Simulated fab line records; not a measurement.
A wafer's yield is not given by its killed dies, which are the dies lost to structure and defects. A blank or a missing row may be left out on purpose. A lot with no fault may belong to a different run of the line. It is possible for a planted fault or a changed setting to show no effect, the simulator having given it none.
Struck lot and sound lot, side by side -- flow nand-harc -- 14 out of 1302 route steps
Sound: wafers L462.3, L462.4, L462.5. Struck: wafers L481.2, L481.5, L481.6. Last of all comes the cause.
Each step with rows lists, per side, the tool, then ch with its chambers, then its first start. Under that, the readings that differ: sound wafers -- struck wafers -- difference of the means -- sigmas: that difference in standard deviations of wafers without a fault.
alike: words and numbers the same on both sides, and readings whose means are apart by under 2 such deviations; not compared: readings that were withheld, readings missing a value for some wafer, numbers with overlapping values and no deviation given by the record, and bounds like >300 which may hide the same value.
A row with sigmas, a row that says differs or no value, or rows on one side alone: a step with any of these is where the two part. When numbers do not overlap yet have no deviation, they are printed without sigmas and do not part them. A reading missing from all wafers of one side parts the sides only when that side holds two or more wafers.

NHARC_P_GATE_STRIP_95: strips in O2.
  sound on plasma-asher-01 ch 0,1, day 6 01:46; struck on plasma-asher-02 ch 0,1, day 14 07:10
  alike: drypump-motor-current-A, heater-power-w
  not compared: rf-hours-counter-h
then, 3 steps without rows for these wafers: NHARC_P_GATE_STRIP_96 (strips in SPM, time 900 s); NHARC_P_GATE_RTA_64 (time 1 s); NHARC_P_GATE_ETCH_77 (etches SiO2 in dHF, target depth 6 nm).
NHARC_P_GATE_DEGAS_109: time 60 s.
  struck on pvd-sputter-02, day 14 08:13; sound on pvd-sputter-02, day 6 02:37
  alike: heater-power-w
then, 3 steps without rows for these wafers: NHARC_P_GATE_PRE_CLEAN_110 (time 30 s); NHARC_P_GATE_SPUTTER_78 (material Ni, target thk 10 nm); NHARC_P_GATE_SPUTTER_79 (material TiN, target thk 10 nm).
NHARC_P_GATE_RTA_80: time 30 s.
  sound on rtp-anneal-01 ch 0, day 6 02:58; struck on rtp-anneal-01 ch 0, day 14 08:32
  alike: lamp-power-pct, wafer_temp_C_max
then, 1 step without rows for these wafers: NHARC_P_GATE_STRIP_67 (strips in SPM, time 600 s).
NHARC_P_GATE_RTA_82: time 30 s.
  sound on rtp-anneal-01 ch 0, day 6 03:26; struck on rtp-anneal-02 ch 0, day 14 08:59
reading,sound,struck,difference,sigmas
lamp-power-pct (%),3.92 3.92 3.93,4.00 3.99 3.99,+0.07,+2
  alike: wafer_temp_C_max
NHARC_P_GATE_INSPECT_68:
  struck on defect-inspect-01, day 14 09:10; sound on defect-inspect-01, day 6 03:34
  alike: raw-defect-count
NHARC_P_CONTACT_DEP_30: deposits SiNx, target thk 30 nm.
  sound on pecvd-04 ch 0,1,2, day 6 03:41; struck on pecvd-02 ch 0,1, day 14 09:44
  alike: heater-power-w
  not compared: since-wet-clean-h
NHARC_P_CONTACT_DEP_00: deposits SiO2, target thk 500 nm.
  sound: pecvd-04 ch 0,1,2; struck: pecvd-02 ch 0,1
  alike: heater-power-w, throttle-valve-pct
  not compared: since-wet-clean-h

== WHERE THEY PART ==
Only at NHARC_P_GATE_RTA_82, as far as this record shows. Later steps at which nothing parts them and some readings are alike: NHARC_P_GATE_INSPECT_68, NHARC_P_CONTACT_DEP_30, NHARC_P_CONTACT_DEP_00.

WHY: the cause the simulator had injected
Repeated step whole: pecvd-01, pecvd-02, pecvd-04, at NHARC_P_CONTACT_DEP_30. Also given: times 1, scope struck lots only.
